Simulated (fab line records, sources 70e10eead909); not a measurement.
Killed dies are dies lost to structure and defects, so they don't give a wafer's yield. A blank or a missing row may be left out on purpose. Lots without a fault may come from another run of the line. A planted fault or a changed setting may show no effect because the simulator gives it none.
Chamber matching | flow nand_harc | NHARC_A_SGD_CUT_ETCH_58 on rie_diel-04: 4 sister chambers
The step etches the open film in CF4, target depth 39 nm, time 65 s. 8 wafers are shown with their chamber, then 11 later ones without.

WAFERS WITH THEIR CHAMBER
wafer  | chamber | drypump_motor_current_A (A) | rf_vpp_V (V)
L086.3 | 0       | 5.9                         | 150.5
L088.1 | 1       | 5.9                         | 151.9
L088.3 | 3       | 5.8                         | 149.7
L088.5 | 1       | 5.9                         | 150.3
L090.1 | 2       | 5.7                         | 152.4
L090.2 | 0       | 5.9                         | 150.1
L090.6 | 3       | 5.8                         | 148.9
L091.2 | 2       | 5.8                         | 152.2

WAFERS WITHOUT THEIR CHAMBER
wafer  | drypump_motor_current_A (A) | rf_vpp_V (V)
L091.3 | 5.9                         | 151.2
L091.4 | 5.8                         | 148.9
L092.4 | 5.8                         | 152.9
L092.5 | 5.7                         | 152.9
L092.6 | 5.9                         | 149.5
L093.3 | 5.9                         | 150.6
L093.4 | 5.8                         | 151.6
L093.5 | 5.9                         | 151.1
L096.2 | 5.8                         | 149.8
L096.3 | 5.8                         | 149.8
L096.4 | 5.7                         | 153.8

WHICH CHAMBER EACH WENT THROUGH
wafer  | from the rows above               | in truth
L091.3 | can't be placed: 1 or 0           | 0
L091.4 | 3                                 | 3
L092.4 | 2                                 | 2
L092.5 | 2                                 | 2
L092.6 | can't be placed: 0 or 1 or 3      | 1
L093.3 | can't be placed: 0 or 1           | 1
L093.4 | can't be placed: 2 or 1 or 0 or 3 | 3
L093.5 | can't be placed: 1 or 0           | 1
L096.2 | 3                                 | 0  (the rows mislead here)
L096.3 | 3                                 | 3
L096.4 | 2                                 | 2
Placed correctly: 5 of 11. Can't be placed from these rows: 5 (the true chamber is among the candidates in 5). Placed wrongly: 1.
How it was worked out, from the rows above alone: a wafer's distance from a chamber is the root of the sum, over the readings, of the square of ((its reading less the chamber's mean) divided by the reading's scatter). The wafer belongs to the nearest chamber; if the next one is less than 2 further off, it can't be placed. A chamber's mean is the mean of its shown wafers. The scatter: the root of (the sum of the squares of (reading less its chamber's mean) over the shown wafers, divided by (wafers less chambers)).
